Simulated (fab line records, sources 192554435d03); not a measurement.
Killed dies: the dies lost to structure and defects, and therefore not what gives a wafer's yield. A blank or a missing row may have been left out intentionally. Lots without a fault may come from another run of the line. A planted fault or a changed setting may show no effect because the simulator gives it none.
Split-lot trial + flow n5-finfet + on a route of 1938 steps: 7 lots, 21 wafers read

## ON THE SPLIT
At N5_BEOL_M5_COAT_22 (resist thk 30 nm), the setting spin-rpm was moved away from the recipe's 1500 rpm on 7 of the 21 wafers read, by -9.3% to +10.7%. All remaining wafers had this setting at the recipe value.

## FROM THE SPLIT TO THE READING: what the file shows between them, 4 steps
- N5_BEOL_M5_EBR_24
- N5_BEOL_M5_SOFTBAKE_23: time 60 s
- N5_BEOL_M5_EXPOSE_25: exposes mask V4, defocus 10 nm
- N5_BEOL_M5_PEB_26: peb time 60 s

## THE READING
CAR-EUV_of_BEOL_M5_COAT_22.thk-nm (the simulator's own value, which no gauge read), in nm, at N5_BEOL_M5_DEVELOP_27 (develop time 30 s). No usual value for it is given in the file. Average 29.6 nm, standard deviation 0.11 nm, over the 14 wafers here run with the recipe.

| wafer  | tool, chamber at the split | spin-rpm as run, rpm | against the recipe | CAR-EUV_of_BEOL_M5_COAT_22.thk-nm, nm | against lot-mates on the recipe |
|--------|----------------------------|----------------------|--------------------|---------------------------------------|---------------------------------|
| L082.1 | litho-track-03, 0          | 1500                 | recipe             | 29.6                                  | -                               |
| L082.6 | litho-track-03, 0          | 1500                 | recipe             | 29.6                                  | -                               |
| L082.2 | litho-track-03, 0          | 1661                 | +10.7%             | 28.2                                  | -1.4                            |
| L083.1 | litho-track-04, 0          | 1594                 | +6.3%              | 28.8                                  | -0.8                            |
| L083.4 | litho-track-04, 0          | 1594                 | +6.3%              | 28.6                                  | -1.0                            |
| L083.6 | litho-track-04, 0          | 1500                 | recipe             | 29.6                                  | -                               |
| L087.1 | litho-track-04, 0          | 1500                 | recipe             | 29.6                                  | -                               |
| L087.4 | litho-track-04, 0          | 1500                 | recipe             | 29.6                                  | -                               |
| L087.6 | litho-track-04, 0          | 1500                 | recipe             | 29.8                                  | -                               |
| L090.2 | litho-track-03, 0          | 1500                 | recipe             | 29.6                                  | -                               |
| L090.3 | litho-track-03, 0          | 1500                 | recipe             | 29.4                                  | -                               |
| L090.5 | litho-track-03, 0          | 1500                 | recipe             | 29.4                                  | -                               |
| L092.1 | litho-track-03, 0          | 1500                 | recipe             | 29.6                                  | -                               |
| L092.3 | litho-track-03, 0          | 1360                 | -9.3%              | 31.2                                  | +1.5                            |
| L092.5 | litho-track-03, 0          | 1500                 | recipe             | 29.8                                  | -                               |
| L093.3 | litho-track-03, 0          | 1500                 | recipe             | 29.6                                  | -                               |
| L093.4 | litho-track-03, 0          | 1500                 | recipe             | 29.6                                  | -                               |
| L093.6 | litho-track-03, 0          | 1500                 | recipe             | 29.6                                  | -                               |
| L094.1 | litho-track-01, 0          | 1553                 | +3.5%              | 28.8                                  | no lot-mate on the recipe       |
| L094.5 | litho-track-01, 0          | 1553                 | +3.5%              | 28.8                                  | no lot-mate on the recipe       |
| L094.6 | litho-track-01, 0          | 1553                 | +3.5%              | 28.8                                  | no lot-mate on the recipe       |

THE FIT
A straight line over all 21 wafers: CAR-EUV_of_BEOL_M5_COAT_22.thk-nm changes by -0.156 nm for each +1% of spin-rpm; r = -0.97; the points scatter about the line by 0.16 nm.
The same after taking each lot's own level away (the mean of its wafers on the recipe; 18 wafers): -0.144 nm for each +1%; r = -0.99; scatter 0.091 nm.
Per that fit: largest spin-rpm move, reading shift of 1.5 nm.
The span of the lots' own levels, 29.47 to 29.70 nm, comes to 2.2 times the standard deviation stated above.
The two slopes agree, so the slope changes little with the lot-to-lot level.
Check: for one of the wafers moved furthest among these (+10.7%), held out of the fit, the line's prediction against its lot-mates is -1.63 nm. It came out at -1.4 nm against them.

## OTHER SPLITS ON THESE WAFERS
These wafers also went through other splits before the reading. Each is held against what the fit with the lots' levels taken away leaves over:
| other split on the same wafers | wafers away from the commonest value | r with CAR-EUV_of_BEOL_M5_COAT_22.thk-nm (lot level and that fit taken away) |
|--------------------------------|--------------------------------------|------------------------------------------------------------------------------|
| N5_BEOL_M2_VIA_ETCH_34 time-s  | 11                                   | -0.23                                                                        |
| N5_BEOL_M5_COAT_65 spin-rpm    | 9                                    | +0.09                                                                        |

## THE WHOLE CHAIN: every reading that the file lists as answering this split, in the file's order
| step                  | what it does      | reading                                                                            | change (the file's fit)               | r (the file's) |
|-----------------------|-------------------|------------------------------------------------------------------------------------|---------------------------------------|----------------|
| N5_BEOL_M5_COAT_22    | resist thk 30 nm  | CAR-EUV_of_BEOL_M5_COAT_22.thk-nm (the simulator's own value, which no gauge read) | -0.146 nm for each +1% of the setting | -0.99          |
| N5_BEOL_M5_DEVELOP_27 | develop time 30 s | CAR-EUV_of_BEOL_M5_COAT_22.thk-nm (the simulator's own value, which no gauge read) | -0.143 nm for each +1% of the setting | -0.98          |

## FILE'S OWN FIT
CAR-EUV_of_BEOL_M5_COAT_22.thk-nm changes by -0.143 nm for each +1% of spin-rpm, r = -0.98.
